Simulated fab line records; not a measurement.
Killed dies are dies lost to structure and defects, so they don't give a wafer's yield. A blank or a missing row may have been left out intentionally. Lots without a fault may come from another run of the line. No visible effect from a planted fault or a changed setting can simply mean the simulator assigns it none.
Comparing a struck lot with a sound one ; flow n5 finfet ; 34 steps out of a route of 1938
Sound: the wafers L309.1, L309.3, L309.6. Struck: wafer L320.6. (L320.3 of the same lot was not struck and is left out.) The cause comes at the end.
Each step with rows lists, per side, the tool, then ch with its chambers, then its first start. Under that, the readings that differ: sound wafers ; struck wafers ; difference of the means ; sigmas: that difference in standard deviations of wafers without a fault.
alike: readings whose means differ by less than 2 such deviations, and words and numbers that are the same on both sides. not compared: withheld readings, readings that some wafer has no value for, bounds like >300 that may hide the same value, and numbers for which the record gives no deviation and whose values overlap.
Wherever a step has rows on one side only, a row that says differs or no value, or a row with sigmas, the two part there. Numbers that have no deviation but don't overlap get no sigmas and don't part them. Lack of a reading on every wafer of one side parts them only where that side has two or more wafers.

first, 10 steps without rows for these wafers: N5_STI_FIN_REVEAL_PRECLEAN_18 (cleans in SC2, time 45 s); N5_STI_FIN_REVEAL_SRD_28 (time 30 s); N5_DUMMY_GATE_PRECLEAN_00 (cleans in O3/DIW, time 60 s); N5_DUMMY_GATE_SRD_01 (time 30 s); N5_DUMMY_GATE_ALD_02 (deposits SiO2, target thk 2 nm, pulse time 1 s); N5_DUMMY_GATE_CVD_03 (deposits a-Si from SiH4, target thk 150 nm, time 8042 s); N5_DUMMY_GATE_PRECLEAN_46 (cleans in DIW, time 89.5 s); N5_DUMMY_GATE_SRD_47 (dry time 32 s); N5_DUMMY_GATE_CMP_04 (polishes a-Si); N5_DUMMY_GATE_HM_DEP_06 (deposits SiNx from DCS/NH3, target thk 80 nm, time 5141 s).
N5_DUMMY_GATE_PECVD_30: deposits SiO2 from TEOS/O2, target thk 55 nm, time 10.8 s.
  sound on pecvd-02 ch 0,1, day 2 22:32; struck on pecvd-02 ch 2, day 5 17:20
reading;sound;struck;difference;sigmas
model.SiO2_of_DUMMY_GATE_PECVD_30.thk nm (nm);54.2 55.2 54.8;39;-16;
then, 22 steps without rows for these wafers: N5_DUMMY_GATE_COAT_34 (time 60 s, resist thk 60 nm); N5_DUMMY_GATE_COAT_35 (time 60 s, resist thk 10 nm); N5_DUMMY_GATE_COAT_28 (time 60 s, resist thk 10 nm); N5_DUMMY_GATE_COAT_09 (resist thk 30 nm); N5_DUMMY_GATE_EBR_11; N5_DUMMY_GATE_SOFTBAKE_10 (time 60 s); N5_DUMMY_GATE_EXPOSE_12 (exposes mask GATE, target cd 25 nm); N5_DUMMY_GATE_PEB_13 (peb time 60 s); N5_DUMMY_GATE_DEVELOP_14 (develop time 30 s); N5_DUMMY_GATE_DESCUM_20 (chemistry O2, time 6.2 s); N5_DUMMY_GATE_ETCH_29 (etches underlayer in N2/H2, target depth 13 nm); N5_DUMMY_GATE_ETCH_36 (etches SiARC in CF4, target depth 13 nm); N5_DUMMY_GATE_ETCH_37 (etches SOC in N2/H2, target depth 60 nm, overetch 30 nm); N5_DUMMY_GATE_STRIP_38 (strips in N2/H2); N5_DUMMY_GATE_STRIP_39 (strips in N2/H2); N5_DUMMY_GATE_TRIM_49 (chemistry O2, time 29 s, target cd 14 nm); N5_DUMMY_GATE_STRIP_40 (strips in CF4); N5_DUMMY_GATE_ETCH_31 (etches SiO2 in C4F6/O2, target depth 82.5 nm, time 27.5 s); N5_DUMMY_GATE_STRIP_41 (strips in O2); N5_DUMMY_GATE_HM_OPEN_21 (chemistry CH3F/O2, target SiNx, target depth 120 nm, time 171.4 s); N5_DUMMY_GATE_ETCH_32 (etches SiO2 in CF4, target depth 3.5 nm, time 3.9 s); N5_DUMMY_GATE_ETCH_23 (etches poly-Si in HBr/Cl2/O2, target depth 41 nm, time 22.3 s).
N5_DUMMY_GATE_ETCH_44: etches poly-Si in HBr/O2, stops on SiO2, target depth 127.5 nm.
  sound on rie si-03 ch 0,2,3, day 2 23:46; struck on rie si-05 ch 1, day 5 18:34
reading;sound;struck;difference;sigmas
model.SiO2_of_DUMMY_GATE_PECVD_30.thk nm (nm);37 38 37.6;22;-16;
  alike: drypump motor current A, oes product au, throttle valve pct
  not compared: rf hours counter h

## WHERE THEY PART
Nowhere in this record.

WHY: what the simulator had put in
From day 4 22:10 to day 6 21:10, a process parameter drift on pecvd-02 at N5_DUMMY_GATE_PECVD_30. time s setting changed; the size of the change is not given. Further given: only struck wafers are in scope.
